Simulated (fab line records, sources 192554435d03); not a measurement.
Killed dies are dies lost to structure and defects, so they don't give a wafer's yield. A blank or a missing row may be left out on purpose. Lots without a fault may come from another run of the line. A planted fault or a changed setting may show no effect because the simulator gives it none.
fab line records | flow n5_finfet
record lots=24 wafers=72 last_day=17
route steps=1938 shown HKMG_FIN@449 GATE_CUT@465
lots that met no fault: from a run of the same line without faults
start_h: hours from the record's first day to the start of the lot's first wafer shown | wait_h: hours since the lot's step before | " the same as in the row above | L1.1+2: a row that stands for several wafers | - no value, or no start given | * or withheld: withheld | < > ~ a bound
route shown NAME@n: a module of which the file shows steps, and the number in the route of the first | usual: mean/standard deviation of fault-free wafers | same: alike in all rows | chamber/n: place in a boat | sites: the reading at each site | _std_site: their standard deviation | _edge_site: outer sites' mean less inner sites' | radius_mm: how far each site lies from the wafer's centre | mask NAME#n: copy n | behind: the tool/chamber that last shaped the wafer | hold: why the lot was held/for how many hours/how that ended | device: the transistor (n, p or np) that didn't switch | end of line: the same wafers' tests at the end of the route | a step without rows: its recipe alone | killed: dies lost to structure and defects at the first sort, not the wafer's yield | map: a wafer's dies, x killed, . not, _ none there
set.NAME: the setting as run; set.NAME@STEP: as run at that earlier step | model.NAME: the simulator's own value behind a step, which no gauge read
steps of the route over a sample of lots; a table a step, a row a wafer
services: from which hour (start_h, from the record's first day; less than 0 if before it) a tool's chamber was out of use, for how many hours, and why
## steps
# step N5_HKMG_FIN_ALD_71
# recipe material=TiN target_thk_a=10 temp_c=400 ald_precursor_family=TiCl4 ald_co_reactant=NH3 pulse_time_s=1 purge_time_s=3 co_reactant_purge_time_s=2 co_reactant_pulse_time_s=2 ald_cycles=47 pressure_torr=3
# usual heater_power_w=851/94 precursor_pulse_height_rel=1.002/0.019
# same ald_cycles=47
# columns lot.wafer tool chamber start_h wait_h heater_power_w precursor_pulse_height_rel
L074.1 ald_metal-01 0 77.17 0.0 801 0.979
L074.2 " 1 " " 1082 1.008
L074.6 " 3 " " 823 1.019
L075.2 ald_metal-04 0 87.51 0.0 1052 1.022
L075.3 " 1 " " 780 0.987
L075.6 " 0 " " 1089 1.029
L076.1 ald_metal-03 1 90.13 0.0 790 0.989
L076.3 " 3 " " 808 0.985
L076.4 " 0 " " 803 0.984
L077.2 ald_metal-03 0 97.50 0.0 819 0.999
L077.3 " 2 " " 863 1.033
L077.6 " 2 " " 856 0.968
L078.1 ald_metal-04 0 102.70 0.0 1092 1.003
L078.2 " 3 " " 975 1.034
L078.5 " 1 " " 780 1.011
L079.1 ald_metal-04 0 109.06 0.0 1070 0.989
L079.5 " 2 " " 764 1.019
L079.6 " 1 " " 798 0.966
L080.1 ald_metal-01 1 113.70 0.0 1082 0.983
L080.2 " 3 " " 836 0.979
L080.6 " 3 " " 831 0.997
L081.3 ald_metal-04 1 118.94 0.0 778 1.030
L081.4 " 3 " " 989 0.997
L081.5 " 1 " " 769 0.990
L082.1 ald_metal-03 1 124.87 0.0 774 0.969
L082.3 " 0 " " 837 1.007
L082.4 " 3 " " 858 1.009
L083.4 ald_metal-03 0 129.69 0.0 835 1.020
L083.5 " 1 " " 785 0.998
L083.6 " 2 " " 899 0.983
L084.2 ald_metal-03 3 137.75 0.0 858 1.011
L084.4 " 0 " " 806 0.991
L084.5 " 2 " " 875 1.032
L085.1 ald_metal-03 1 144.60 0.0 798 1.020
L085.3 " 3 " " 845 1.014
L085.6 " 2 " " 906 1.004
L086.2 ald_metal-03 2 151.49 0.0 863 1.009
L086.4 " 3 " " 840 1.004
L086.6 " 3 " " 855 0.972
L087.1 ald_metal-01 2 157.71 0.0 806 1.000
L087.3 " 3 " " 825 1.010
L087.6 " 0 " " 793 0.989
L088.1 ald_metal-01 0 163.82 0.0 809 1.009
L088.5 " 2 " " 797 0.980
L088.6 " 3 " " 831 0.993
L089.3 ald_metal-03 3 167.23 0.0 855 1.021
L089.4 " 1 " " 779 0.991
L089.5 " 1 " " 789 0.954
L090.2 ald_metal-03 1 174.63 0.0 783 1.016
L090.5 " 0 " " 837 0.985
L090.6 " 3 " " 852 0.996
L091.1 ald_metal-01 3 180.10 0.0 838 0.994
L091.2 " 2 " " 805 0.981
L091.4 " 0 " " 801 0.987
L092.2 ald_metal-01 1 184.41 0.0 1120 1.000
L092.3 " 0 " " 794 1.009
L092.4 " 3 " " 836 0.974
L093.3 ald_metal-03 0 189.90 0.0 817 0.999
L093.4 " 2 " " 875 1.044
L093.5 " 3 " " 845 1.001
L094.2 ald_metal-04 2 196.35 0.0 753 1.003
L094.3 " 3 " " 959 0.987
L094.5 " 2 " " 759 0.999
L095.4 ald_metal-04 2 204.71 0.1 755 0.970
L095.5 " 0 " " 1078 1.009
L095.6 " 1 " " 785 1.043
L096.2 ald_metal-01 2 210.73 0.0 788 1.024
L096.3 " 0 " " 804 1.058
L096.6 " 3 " " 817 1.015
L097.1 ald_metal-04 0 217.35 0.0 1086 1.018
L097.3 " 1 " " 765 1.003
L097.4 " 2 " " 750 1.007
# step N5_GATE_CUT_ETCHBACK_00
# recipe chemistry=SF6/Cl2 target=W pressure_mtorr=8 icp_w=900 bias_w=80 SF6_flow_sccm=40 Cl2_flow_sccm=60
# usual drypump_motor_current_A=5.54/0.29 oes_product_au=0.74/0.062 throttle_valve_pct=27.51/0.14
# columns lot.wafer tool chamber start_h wait_h drypump_motor_current_A oes_product_au rf_hours_counter_h throttle_valve_pct
L074.1 rie_metal-02 1 79.53 0.0 5.53 0.64 100 27.40
L074.2 " 0 " " 5.57 0.82 26 27.42
L074.6 " 1 " " 5.55 0.64 - 27.36
L075.2 rie_metal-03 1 90.03 0.0 5.15 0.79 30 27.47
L075.3 " 1 " " 5.15 0.78 - 27.48
L075.6 " 0 " " 5.73 0.77 - 27.54
L076.1 rie_metal-02 1 92.85 0.0 5.52 0.64 101 27.39
L076.3 " 1 " " 5.53 0.64 - 27.38
L076.4 " 0 " " 5.55 0.82 - 27.42
L077.2 rie_metal-03 0 100.13 0.0 5.74 0.77 49 27.54
L077.3 " 0 " " 5.74 0.77 - 27.52
L077.6 " 0 " " 5.72 0.76 - 27.53
L078.1 rie_metal-01 1 105.15 0.0 5.65 0.62 117 28.01
L078.2 " 0 " " 5.98 0.72 64 27.42
L078.5 " 0 " " 6.01 0.73 - 27.41
L079.1 rie_metal-02 0 111.43 0.0 5.59 0.82 29 27.44
L079.5 " 1 " " 5.51 0.64 - 27.39
L079.6 " 0 " " 5.58 0.82 - 27.43
L080.1 rie_metal-03 0 116.26 0.0 5.75 0.77 50 27.50
L080.2 " 1 " " 5.15 0.79 32 27.48
L080.6 " 1 " " 5.15 0.79 - 27.47
L081.3 rie_metal-03 0 121.36 0.1 5.74 0.77 - 27.53
L081.4 " 1 " " 5.12 0.78 - 27.48
L081.5 " 0 " " 5.74 0.76 - 27.54
L082.1 rie_metal-03 0 127.23 0.0 5.73 0.76 50 27.53
L082.3 " 1 " " 5.11 0.78 - 27.48
L082.4 " 0 " " 5.75 0.76 - 27.54
L083.4 rie_metal-03 1 132.19 0.1 5.16 0.79 - 27.47
L083.5 " 0 " " 5.74 0.77 - 27.55
L083.6 " 1 " " 5.14 0.78 - 27.48
L084.2 rie_metal-03 1 140.12 0.0 5.10 0.78 33 27.49
L084.4 " 1 " " 5.10 0.78 - 27.48
L084.5 " 1 " " 5.12 0.78 - 27.50
L085.1 rie_metal-03 1 146.97 0.0 5.15 0.77 34 27.49
L085.3 " 1 " " 5.11 0.78 - 27.48
L085.6 " 1 " " 5.13 0.77 - 27.47
L086.2 rie_metal-02 1 154.14 0.0 5.50 0.62 108 27.41
L086.4 " 0 " " 5.60 0.80 - 27.44
L086.6 " 0 " " 5.58 0.79 - 27.43
L087.1 rie_metal-01 1 160.19 0.0 5.64 0.61 121 28.03
L087.3 " 1 " " 5.65 0.61 - 28.01
L087.6 " 1 " " 5.65 0.61 - 28.01
L088.1 rie_metal-03 1 166.19 0.0 5.11 0.77 35 27.50
L088.5 " 1 " " 5.13 0.77 - 27.49
L088.6 " 0 " " 5.75 0.76 - 27.56
L089.3 rie_metal-03 1 169.64 0.1 5.12 0.77 - 27.49
L089.4 " 0 " " 5.74 0.76 - 27.54
L089.5 " 0 " " 5.75 0.76 - 27.54
L090.2 rie_metal-01 1 177.55 0.0 5.67 0.62 123 28.02
L090.5 " 1 " " 5.66 0.62 - 28.03
L090.6 " 0 " " 5.99 0.72 - 27.42
L091.1 rie_metal-02 0 182.55 0.0 5.59 0.78 35 27.44
L091.2 " 1 " " 5.56 0.62 109 27.39
L091.4 " 0 " " 5.57 0.79 - 27.45
L092.2 rie_metal-01 0 186.88 0.1 6.01 0.71 - 27.44
L092.3 " 0 " " 5.98 0.71 - 27.43
L092.4 " 0 " " 6.01 0.71 - 27.44
L093.3 rie_metal-02 1 192.30 0.1 5.55 0.62 - 27.40
L093.4 " 0 " " 5.57 0.79 - 27.44
L093.5 " 0 " " 5.58 0.79 - 27.44
L094.2 rie_metal-03 1 198.73 0.0 5.14 0.76 38 27.49
L094.3 " 0 " " 5.75 0.75 - 27.55
L094.5 " 0 " " 5.74 0.75 - 27.52
L095.4 rie_metal-02 0 207.31 0.1 5.57 0.78 - 27.44
L095.5 " 0 " " 5.57 0.79 - 27.44
L095.6 " 1 " " 5.55 0.62 - 27.39
L096.2 rie_metal-03 1 213.09 0.0 5.12 0.76 39 27.49
L096.3 " 1 " " 5.12 0.76 - 27.48
L096.6 " 1 " " 5.13 0.76 - 27.48
L097.1 rie_metal-03 0 219.86 0.0 5.73 0.74 59 27.56
L097.3 " 0 " " 5.74 0.74 - 27.54
L097.4 " 1 " " 5.14 0.76 - 27.48
# step N5_GATE_CUT_ETCHBACK_30
# recipe chemistry=Cl2/Ar target=TiN target_depth_a=30 mode=isotropic pressure_mtorr=10 icp_w=600 bias_w=60 Cl2_flow_sccm=40 Ar_flow_sccm=60
# usual drypump_motor_current_A=5.55/0.28 oes_product_au=0.74/0.06 throttle_valve_pct=20.84/0.13
# columns lot.wafer tool chamber start_h wait_h drypump_motor_current_A oes_product_au rf_hours_counter_h throttle_valve_pct
L074.1 rie_metal-02 1 79.74 0.1 5.55 0.65 100 20.76
L074.2 " 0 " " 5.58 0.83 27 20.79
L074.6 " 1 " " 5.54 0.65 - 20.77
L075.2 rie_metal-03 1 90.24 0.1 5.15 0.80 30 20.79
L075.3 " 1 " " 5.15 0.79 - 20.79
L075.6 " 0 " " 5.73 0.76 - 20.79
L076.1 rie_metal-02 1 93.06 0.1 5.51 0.65 102 20.78
L076.3 " 1 " " 5.50 0.65 - 20.75
L076.4 " 0 " " 5.57 0.82 - 20.80
L077.2 rie_metal-03 0 100.34 0.1 5.77 0.77 49 20.78
L077.3 " 0 " " 5.77 0.77 - 20.78
L077.6 " 0 " " 5.76 0.77 - 20.78
L078.1 rie_metal-01 1 105.36 0.1 5.67 0.63 117 21.31
L078.2 " 0 " " 6.03 0.72 64 20.88
L078.5 " 0 " " 6.01 0.72 - 20.86
L079.1 rie_metal-02 0 111.64 0.1 5.58 0.82 29 20.82
L079.5 " 1 " " 5.54 0.65 - 20.75
L079.6 " 0 " " 5.57 0.82 - 20.83
L080.1 rie_metal-03 0 116.47 0.1 5.77 0.76 50 20.77
L080.2 " 1 " " 5.15 0.79 32 20.80
L080.6 " 1 " " 5.15 0.78 - 20.80
L081.3 rie_metal-03 0 121.54 0.0 5.74 0.76 - 20.77
L081.4 " 1 " " 5.15 0.78 - 20.81
L081.5 " 0 " " 5.75 0.76 - 20.77
L082.1 rie_metal-03 0 127.44 0.1 5.75 0.77 50 20.77
L082.3 " 1 " " 5.12 0.77 - 20.81
L082.4 " 0 " " 5.72 0.76 - 20.77
L083.4 rie_metal-03 1 132.37 0.0 5.14 0.78 - 20.82
L083.5 " 0 " " 5.75 0.76 - 20.79
L083.6 " 1 " " 5.14 0.78 - 20.79
L084.2 rie_metal-03 1 140.33 0.1 5.14 0.78 33 20.79
L084.4 " 1 " " 5.13 0.78 - 20.80
L084.5 " 1 " " 5.13 0.77 - 20.81
L085.1 rie_metal-03 1 147.18 0.1 5.14 0.77 34 20.80
L085.3 " 1 " " 5.12 0.77 - 20.81
L085.6 " 1 " " 5.11 0.77 - 20.81
L086.2 rie_metal-02 1 154.35 0.1 5.51 0.64 108 20.79
L086.4 " 0 " " 5.57 0.81 - 20.83
L086.6 " 0 " " 5.59 0.80 - 20.83
L087.1 rie_metal-01 1 160.40 0.1 5.65 0.63 122 21.30
L087.3 " 1 " " 5.65 0.62 - 21.32
L087.6 " 1 " " 5.64 0.63 - 21.35
L088.1 rie_metal-03 1 166.40 0.1 5.14 0.78 35 20.80
L088.5 " 1 " " 5.15 0.77 - 20.80
L088.6 " 0 " " 5.73 0.76 - 20.79
L089.3 rie_metal-03 1 169.82 0.0 5.11 0.77 - 20.82
L089.4 " 0 " " 5.74 0.75 - 20.78
L089.5 " 0 " " 5.74 0.76 - 20.77
L090.2 rie_metal-01 1 177.76 0.1 5.65 0.62 123 21.32
L090.5 " 1 " " 5.66 0.63 - 21.29
L090.6 " 0 " " 5.99 0.71 - 20.86
L091.1 rie_metal-02 0 182.76 0.1 5.58 0.79 35 20.82
L091.2 " 1 " " 5.50 0.63 109 20.77
L091.4 " 0 " " 5.58 0.80 - 20.82
L092.2 rie_metal-01 0 187.27 0.1 6.00 0.72 - 20.90
L092.3 " 0 " " 5.98 0.70 - 20.88
L092.4 " 0 " " 5.98 0.71 - 20.90
L093.3 rie_metal-02 1 192.48 0.0 5.55 0.63 - 20.80
L093.4 " 0 " " 5.57 0.79 - 20.83
L093.5 " 0 " " 5.57 0.80 - 20.83
L094.2 rie_metal-03 1 198.94 0.1 5.14 0.77 38 20.80
L094.3 " 0 " " 5.76 0.76 - 20.79
L094.5 " 0 " " 5.74 0.75 - 20.79
L095.4 rie_metal-02 0 207.49 0.0 5.61 0.80 - 20.83
L095.5 " 0 " " 5.60 0.80 - 20.82
L095.6 " 1 " " 5.55 0.64 - 20.79
L096.2 rie_metal-03 1 213.30 0.1 5.14 0.77 39 20.81
L096.3 " 1 " " 5.17 0.76 - 20.84
L096.6 " 1 " " 5.14 0.76 - 20.82
L097.1 rie_metal-03 0 220.07 0.1 5.74 0.76 59 20.81
L097.3 " 0 " " 5.75 0.74 - 20.80
L097.4 " 1 " " 5.12 0.76 - 20.82
# step N5_GATE_CUT_PECVD_57
# recipe material=SiNx target_thk_a=210 temp_c=400 precursor=SiH4/NH3/N2 pressure_torr=1.5 rf_w=300
# usual heater_power_w=736/110 showerhead_plenum_p_Torr=5.16/0.061 throttle_valve_pct=40.0/2.1
# columns lot.wafer tool chamber start_h wait_h heater_power_w showerhead_plenum_p_Torr throttle_valve_pct
L074.1 pecvd-02 0 82.72 1.1 638 5.06 41.8
L074.2 " 1 " " 611 5.15 41.2
L074.6 " 0 " " 636 5.06 41.8
L075.2 pecvd-03 0 93.32 1.1 778 5.12 41.7
L075.3 " 0 " " 774 5.12 41.7
L075.6 " 2 " " 733 5.24 37.2
L076.1 pecvd-01 0 95.78 1.1 940 5.16 36.3
L076.3 " 2 " " 855 5.13 36.4
L076.4 " 0 " " 1004 5.15 36.4
L077.2 pecvd-02 1 102.93 1.1 674 5.15 41.6
L077.3 " 0 " " 671 5.06 41.9
L077.6 " 2 " " 664 5.23 39.1
L078.1 pecvd-02 1 108.37 1.1 656 5.14 41.5
L078.2 " 2 " " 665 5.23 39.0
L078.5 " 2 " " 670 5.24 39.3
L079.1 pecvd-03 0 114.31 1.1 802 5.12 41.4
L079.5 " 1 " " 891 5.18 40.5
L079.6 " 0 " " 775 5.12 41.8
L080.1 pecvd-02 0 119.48 1.1 723 5.06 42.2
L080.2 " 1 " " 640 5.17 41.5
L080.6 " 2 " " 769 5.23 39.2
L081.3 pecvd-02 1 124.46 1.1 590 5.15 41.7
L081.4 " 0 " " 664 5.06 42.0
L081.5 " 1 " " 589 5.14 41.8
L082.1 pecvd-02 2 130.03 1.1 799 5.23 39.5
L082.3 " 0 " " 653 5.05 42.0
L082.4 " 2 " " 783 5.24 39.1
L083.4 pecvd-03 1 134.98 1.1 869 5.17 40.6
L083.5 " 0 " " 816 5.13 41.6
L083.6 " 2 " " 704 5.26 37.1
L084.2 pecvd-01 1 143.03 1.1 618 5.14 41.5
L084.4 " 2 " " 784 5.16 36.7
L084.5 " 0 " " 991 5.14 36.3
L085.1 pecvd-02 2 149.79 1.1 760 5.23 39.5
L085.3 " 0 " " 684 5.05 41.9
L085.6 " 1 " " 602 5.15 41.6
L086.2 pecvd-01 0 156.95 1.1 997 5.15 36.5
L086.4 " 0 " " 1009 5.15 36.4
L086.6 " 1 " " 645 5.14 41.7
L087.1 pecvd-02 2 162.99 1.1 741 5.24 39.5
L087.3 " 1 " " 674 5.15 41.7
L087.6 " 1 " " 685 5.16 41.8
L088.1 pecvd-03 2 169.54 1.1 664 5.26 37.2
L088.5 " 0 " " 719 5.11 41.8
L088.6 " 1 " " 835 5.16 40.9
L089.3 pecvd-03 2 172.54 1.1 649 5.25 37.3
L089.4 " 2 " " 665 5.26 37.5
L089.5 " 0 " " 713 5.12 41.5
L090.2 pecvd-03 1 180.35 1.1 904 5.16 40.9
L090.5 " 1 " " 934 5.16 40.6
L090.6 " 2 " " 684 5.25 37.2
L091.1 pecvd-02 1 186.06 1.1 636 5.14 41.6
L091.2 " 2 " " 763 5.23 39.7
L091.4 " 1 " " 621 5.15 41.7
L092.2 pecvd-01 2 189.95 1.1 820 5.15 37.0
L092.3 " 0 " " 1035 5.15 36.6
L092.4 " 1 " " 623 5.14 41.7
L093.3 pecvd-01 2 195.13 1.1 781 5.17 37.1
L093.4 " 1 " " 637 5.15 41.7
L093.5 " 0 " " 852 5.16 36.6
L094.2 pecvd-01 1 201.53 1.1 567 5.14 41.8
L094.3 " 0 " " 1035 5.16 36.2
L094.5 " 1 " " 573 5.14 41.6
L095.4 pecvd-03 1 210.09 1.1 910 5.17 40.7
L095.5 " 0 " " 825 5.12 41.7
L095.6 " 2 " " 692 5.24 37.2
L096.2 pecvd-02 0 215.89 1.1 683 5.06 41.9
L096.3 " 2 " " 771 5.23 39.8
L096.6 " 0 " " 700 5.04 41.8
L097.1 pecvd-02 0 222.66 1.1 617 5.04 41.8
L097.3 " 1 " " 686 5.15 41.6
L097.4 " 0 " " 619 5.05 42.0
# step N5_GATE_CUT_CMP_02
# recipe stop_on=SiO2 t_overpolish_s=12.7 post_cmp_clean=alkaline_brush down_force_psi=2.5 platen_rpm=51.8 pad_velocity_m_s=1.0307 target_thk_nm=0
# usual edge_zone_pressure_frac=1.000/0.0055 motor_current_A=9.9/1 overpolish_run_s=12.700/0.0094 time_to_endpoint_s=26.7/2.8
# columns lot.wafer tool chamber start_h wait_h edge_zone_pressure_frac motor_current_A overpolish_run_s time_to_endpoint_s
L074.1 cmp-02 2 82.79 0.1 1.004 9.8 12.703 21.7
L074.2 " 1 " " 0.995 10.4 12.696 20.9
L074.6 " 2 " " 1.006 9.9 12.694 23.9
L075.2 cmp-02 0 93.53 0.2 0.995 8.2 12.701 24.2
L075.3 " 2 " " 0.998 9.6 12.699 24.8
L075.6 " 3 " " 1.004 8.2 12.713 23.8
L076.3 cmp-01 2 95.89 0.1 1.004 9.8 12.717 21.2
L076.1 " 3 " " 1.003 9.8 12.682 22.5
L076.4 " 0 " " 0.987 10.9 12.691 25.3
L077.2 cmp-04 3 103.00 0.1 0.996 11.8 12.694 23.1
L077.3 " 1 " " 1.000 9.2 12.689 30.2
L077.6 " 0 " " 0.992 10.6 12.690 29.2
L078.1 cmp-02 0 108.48 0.1 0.992 8.1 12.696 25.9
L078.2 " 2 " " 1.005 10.1 12.700 25.3
L078.5 " 0 " " 0.995 8.1 12.689 26.6
L079.1 cmp-01 0 114.46 0.1 1.000 11.0 12.706 25.4
L079.6 " 2 " " 1.008 10.3 12.684 25.5
L079.5 " 3 " " 1.004 9.9 12.712 24.6
L080.2 cmp-02 1 119.63 0.1 0.997 10.3 12.711 27.0
L080.1 " 2 " " 0.992 10.1 12.685 27.6
L080.6 " 3 " " 1.001 8.8 12.687 29.1
L081.3 cmp-02 3 124.61 0.1 1.003 8.3 12.701 28.5
L081.4 " 0 " " 1.000 7.9 12.703 28.4
L081.5 " 1 " " 1.008 9.8 12.713 28.1
L082.3 cmp-02 2 130.14 0.1 1.005 9.3 12.705 27.4
L082.1 " 3 " " 0.993 8.3 12.692 27.1
L082.4 " 0 " " 0.992 7.7 12.685 26.9
L083.4 cmp-02 2 135.03 0.0 0.994 9.4 12.692 25.0
L083.6 " 2 " " 0.995 10.1 12.697 26.7
L083.5 " 3 " " 1.008 8.5 12.686 27.3
L084.2 cmp-04 2 143.11 0.1 0.994 9.4 12.704 28.5
L084.4 " 0 " " 0.996 10.6 12.708 27.8
L084.5 " 3 " " 0.997 11.2 12.681 24.8
L085.3 cmp-04 2 149.86 0.1 1.004 9.6 12.684 30.9
L085.1 " 3 " " 0.999 11.7 12.692 27.2
L085.6 " 2 " " 1.007 9.8 12.698 33.2
L086.4 cmp-04 3 157.03 0.0 0.993 10.8 12.694 24.4
L086.2 " 0 " " 0.992 10.7 12.691 28.7
L086.6 " 3 " " 0.996 11.3 12.692 27.4
L087.3 cmp-04 1 163.14 0.1 1.009 9.1 12.699 27.6
L087.1 " 2 " " 0.987 9.4 12.685 29.0
L087.6 " 0 " " 0.997 10.9 12.692 30.8
L088.1 cmp-04 1 169.69 0.1 1.006 9.4 12.704 29.1
L088.5 " 3 " " 1.012 11.5 12.691 28.1
L088.6 " 0 " " 0.987 11.0 12.699 31.3
L089.4 cmp-01 2 172.65 0.1 0.999 10.1 12.709 24.7
L089.3 " 0 " " 1.004 11.2 12.704 31.0
L089.5 " 1 " " 1.000 10.8 12.708 28.0
L090.2 cmp-04 2 180.50 0.1 0.995 9.6 12.697 30.2
L090.6 " 0 " " 0.997 10.7 12.712 31.3
L090.5 " 1 " " 1.008 9.0 12.699 29.7
L091.2 cmp-02 1 186.17 0.1 0.997 10.2 12.702 23.3
L091.4 " 2 " " 0.991 9.5 12.688 28.9
L091.1 " 3 " " 0.998 8.5 12.710 27.1
L092.2 cmp-02 0 190.03 0.1 0.998 8.2 12.687 26.2
L092.4 " 1 " " 0.997 10.7 12.718 22.6
L092.3 " 2 " " 0.995 10.0 12.714 25.5
L093.4 cmp-04 1 195.25 0.1 1.002 9.2 12.703 26.0
L093.3 " 2 " " 1.000 10.3 12.701 26.6
L093.5 " 1 " " 1.004 8.9 12.703 29.4
L094.2 cmp-04 1 201.64 0.1 1.000 9.2 12.705 28.8
L094.3 " 3 " " 0.999 10.7 12.707 29.2
L094.5 " 1 " " 1.002 9.4 12.725 29.5
L095.4 cmp-02 0 210.26 0.1 1.003 8.4 12.694 29.8
L095.6 " 1 " " 0.998 9.9 12.703 27.4
L095.5 " 2 " " 1.007 9.2 12.699 28.3
L096.2 cmp-01 3 216.01 0.1 0.997 9.8 12.688 25.8
L096.3 " 0 " " 1.007 11.4 12.700 30.0
L096.6 " 3 " " 1.006 10.4 12.707 25.6
L097.1 cmp-01 0 222.73 0.1 0.996 11.2 12.711 27.3
L097.4 " 2 " " 1.003 9.7 12.706 23.7
L097.3 " 3 " " 0.998 9.8 12.706 26.5
# step N5_GATE_CUT_HM_DEP_46
# recipe material=SiO2 target_thk_a=1300 temp_c=400 precursor=TEOS/O2 pressure_torr=6.5 rf_w=900 teos_flow_sccm=161.4 gas=O2 flow_sccm=2650 time_s=26.6
# usual heater_power_w=533/110 showerhead_plenum_p_Torr=8.35/0.033 throttle_valve_pct=18.6/0.97
# columns lot.wafer tool chamber start_h wait_h heater_power_w showerhead_plenum_p_Torr throttle_valve_pct
L074.1 pecvd-02 0 83.12 0.0 473 8.29 19.3
L074.2 " 1 " " 350 8.34 19.3
L074.6 " 2 " " 570 8.39 18.3
L075.2 pecvd-03 2 93.82 0.0 497 8.41 17.3
L075.3 " 0 " " 559 8.35 19.5
L075.6 " 2 " " 518 8.40 17.4
L076.1 pecvd-03 2 96.18 0.0 446 8.41 17.4
L076.3 " 2 " " 459 8.40 17.5
L076.4 " 0 " " 608 8.34 19.4
L077.2 pecvd-02 2 103.33 0.0 511 8.40 18.5
L077.3 " 0 " " 515 8.28 19.4
L077.6 " 1 " " 415 8.36 19.4
L078.1 pecvd-01 2 108.78 0.0 656 8.34 17.3
L078.2 " 0 " " 781 8.35 17.0
L078.5 " 2 " " 680 8.33 17.1
L079.1 pecvd-02 1 114.71 0.0 457 8.35 19.3
L079.5 " 2 " " 475 8.38 18.4
L079.6 " 0 " " 499 8.28 19.6
L080.1 pecvd-03 2 119.89 0.0 401 8.39 17.3
L080.2 " 0 " " 602 8.33 19.3
L080.6 " 1 " " 636 8.37 19.0
L081.3 pecvd-02 1 124.86 0.0 464 8.33 19.4
L081.4 " 2 " " 577 8.37 18.3
L081.5 " 1 " " 473 8.35 19.3
L082.1 pecvd-02 0 130.44 0.0 404 8.30 19.5
L082.3 " 1 " " 458 8.35 19.7
L082.4 " 0 " " 412 8.30 19.6
L083.4 pecvd-02 1 135.38 0.1 415 8.36 19.4
L083.5 " 0 " " 484 8.31 19.7
L083.6 " 2 " " 566 8.35 18.3
L084.2 pecvd-02 1 143.44 0.0 400 8.35 19.7
L084.4 " 1 " " 415 8.34 19.3
L084.5 " 2 " " 571 8.40 18.2
L085.1 pecvd-02 1 150.19 0.0 429 8.36 19.5
L085.3 " 0 " " 461 8.30 19.7
L085.6 " 0 " " 471 8.31 19.6
L086.2 pecvd-01 0 157.36 0.0 800 8.35 17.2
L086.4 " 2 " " 660 8.35 17.1
L086.6 " 0 " " 766 8.34 16.9
L087.1 pecvd-01 1 163.40 0.0 422 8.35 19.3
L087.3 " 2 " " 641 8.36 17.3
L087.6 " 1 " " 428 8.34 19.3
L088.1 pecvd-03 0 169.95 0.0 615 8.35 19.5
L088.5 " 0 " " 609 8.33 19.1
L088.6 " 2 " " 512 8.41 17.3
L089.3 pecvd-02 2 172.95 0.0 505 8.39 18.6
L089.4 " 2 " " 526 8.40 18.5
L089.5 " 1 " " 423 8.36 19.4
L090.2 pecvd-01 2 180.75 0.0 618 8.36 17.0
L090.5 " 2 " " 635 8.34 17.7
L090.6 " 0 " " 794 8.34 17.2
L091.1 pecvd-01 1 186.47 0.0 323 8.35 19.1
L091.2 " 0 " " 765 8.35 17.2
L091.4 " 2 " " 614 8.37 17.0
L092.2 pecvd-02 2 190.36 0.0 575 8.39 18.5
L092.3 " 0 " " 487 8.30 19.8
L092.4 " 2 " " 443 8.39 18.6
L093.3 pecvd-01 2 195.54 0.0 606 8.35 17.2
L093.4 " 1 " " 314 8.33 19.6
L093.5 " 0 " " 693 8.35 17.0
L094.2 pecvd-03 1 201.93 0.0 650 8.37 19.1
L094.3 " 2 " " 458 8.39 17.5
L094.5 " 1 " " 670 8.36 18.8
L095.4 pecvd-03 0 210.50 0.1 612 8.33 19.2
L095.5 " 2 " " 522 8.40 17.4
L095.6 " 1 " " 551 8.36 19.1
L096.2 pecvd-03 1 216.30 0.0 662 8.34 19.1
L096.3 " 2 " " 513 8.40 17.4
L096.6 " 2 " " 507 8.43 17.3
L097.1 pecvd-03 2 223.06 0.0 444 8.40 17.4
L097.3 " 1 " " 697 8.36 19.1
L097.4 " 2 " " 447 8.39 17.6
## services
# columns tool chamber start_h hours kind
ald_metal-04 3 58.69 30.7 repair
pecvd-02 0 63.94 8.0 repair
cmp-01 - 65.03 13.5 pm
cmp-04 - 65.15 1.1 repair
cmp-04 - 66.86 3.5 repair
pecvd-03 - 73.61 0.9 repair
ald_metal-01 1 86.20 15.2 repair
rie_metal-02 - 86.51 0.1 repair
pecvd-03 1 88.19 15.6 repair
pecvd-01 - 111.13 28.1 pm
cmp-04 - 113.36 4.7 pm
rie_metal-01 - 117.96 0.2 repair
ald_metal-01 3 131.61 8.5 repair
ald_metal-01 1 152.62 6.5 repair
rie_metal-03 1 155.58 8.0 repair
pecvd-01 - 158.67 0.7 repair
ald_metal-04 1 170.44 13.7 repair
cmp-02 - 182.60 0.2 repair
rie_metal-01 1 186.18 2.5 repair
ald_metal-04 - 186.83 8.7 pm
pecvd-03 - 194.16 6.6 repair
cmp-02 - 200.56 2.4 repair
ald_metal-04 3 204.08 28.1 repair
cmp-02 - 215.42 4.0 pm
## key
fault none
